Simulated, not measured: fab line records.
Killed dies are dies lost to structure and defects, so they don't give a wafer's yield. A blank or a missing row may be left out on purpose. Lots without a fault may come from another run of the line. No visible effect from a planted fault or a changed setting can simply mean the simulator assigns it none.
Struck lot and sound lot, side by side | flow n5 finfet | 15 steps out of a route of 1938
Sound: wafers L616.1, L616.2, L616.3. Struck: wafer L625.6; the same lot's L625.2 was not struck, so it is left out; see the end for the cause.
Order at every step that has rows: each side's tool, ch and its chambers, its first start. Under that, the readings that differ: sound wafers | struck wafers | difference of the means | sigmas: that difference in standard deviations of wafers without a fault.
alike: same words and numbers on both sides, and readings whose means sit less than 2 such deviations apart. not compared: any withheld reading, any reading some wafer has no value for, any bound like >300 that may hide the same value, and any number with overlapping values for which the record gives no deviation.
Wherever a step has rows on one side only, a row that says differs or no value, or a row with sigmas, the two part there. Numbers that don't overlap but have no deviation are shown without sigmas and don't part them. A reading that every wafer of one side lacks parts them only if that side has two wafers or more.

first, 7 steps without rows for these wafers: N5_BEOL_M11_COAT_64 (time 60 s, resist thk 30 nm); N5_BEOL_M11_COAT_22 (resist thk 90 nm); N5_BEOL_M11_EBR_24; N5_BEOL_M11_SOFTBAKE_23 (time 60 s); N5_BEOL_M11_EXPOSE_25 (exposes mask V10); N5_BEOL_M11_PEB_26 (peb time 60 s); N5_BEOL_M11_DEVELOP_27 (develop time 30 s).
N5_BEOL_M11_CD_MEAS_28 targets a cd of 70 nm.
  sound on cd sem-02 ch 0, day 10 15:52; struck on cd sem-01 ch 0, day 13 13:29
  alike: cd nm
N5_BEOL_M11_OVL_MEAS_29:
  sound on overlay-02 ch 0, day 10 15:54; struck on overlay-01 ch 0, day 13 13:31
  alike: V10_OVL
N5_BEOL_M11_INSPECT_30: inspects for defects (brightfield).
  sound on defect inspect-01, day 10 15:56; struck on defect inspect-02, day 13 13:33
  alike: raw defect count
N5_BEOL_M11_DESCUM_33: chemistry O2, time 7.9 s.
  sound on rie diel-04 ch 0,1,2, day 10 15:58; struck on rie diel-04 ch 1, day 13 13:35
  alike: drypump motor current A, oes product au, rf vpp V, showerhead plenum p Torr, throttle valve pct
  not compared: rf hours counter h
N5_BEOL_M11_ETCH_65: etches SiARC in CF4, target depth 39 nm, time 65 s.
  sound on rie diel-04 ch 0,1,2, day 10 16:00; struck on rie diel-04 ch 1, day 13 13:37
  alike: drypump motor current A, etch rf on time s, oes product au, rf vpp V, showerhead plenum p Torr, throttle valve pct
  not compared: rf hours counter h
N5_BEOL_M11_ETCH_66: etches SOC in N2/H2, target depth 120 nm, overetch 24 nm, time 180 s.
  sound on rie diel-04 ch 0,1,2, day 10 16:03; struck on rie diel-04 ch 1, day 13 13:40
  reading               | sound             | struck | difference | sigmas
  oes product au (a.u.) | 0.69 0.80 0.56    | 0.85   | +0.17      | +2
  run length s (s)      | 202.8 203.6 204.3 | 190.6  | -13.0      | -25
  alike: drypump motor current A, n2 flow sccm, rf vpp V, showerhead plenum p Torr, throttle valve pct
  not compared: rf hours counter h, model.SiARC_of_BEOL_M11_COAT_64.thk nm
then, 1 step without rows for these wafers: N5_BEOL_M11_STRIP_69 (strips in N2/H2).
-- the record jumps here: 2 days lie between the struck wafers' starts before and after (it left off in module BEOL_M11 and takes up again in module PASSIVATION, whose first step shown is number 1936 of the route) --
N5_PASSIVATION_PROBE_49:
  sound on prober-02, day 12 13:05; struck on prober-01, day 15 15:08
  alike: defect limited yield, killed_at_M0_to_M3, killed_at_M4_up, killed at contacts, killed at front end, killed at other, killed dies, killed on rim, killed open, killed short, sort_bin_5_function, sort_bin_6_memory, sort_bin_8_speed, sort n pass, sort yield pct

WHERE THEY PART
N5_BEOL_M11_ETCH_66 only, going by this record. Later steps at which nothing parts them and some readings are alike: N5_PASSIVATION_PROBE_49.

WHY: the cause the simulator had injected
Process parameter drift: rie diel-04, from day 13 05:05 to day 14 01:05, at N5_BEOL_M11_ETCH_66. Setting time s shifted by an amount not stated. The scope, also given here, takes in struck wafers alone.
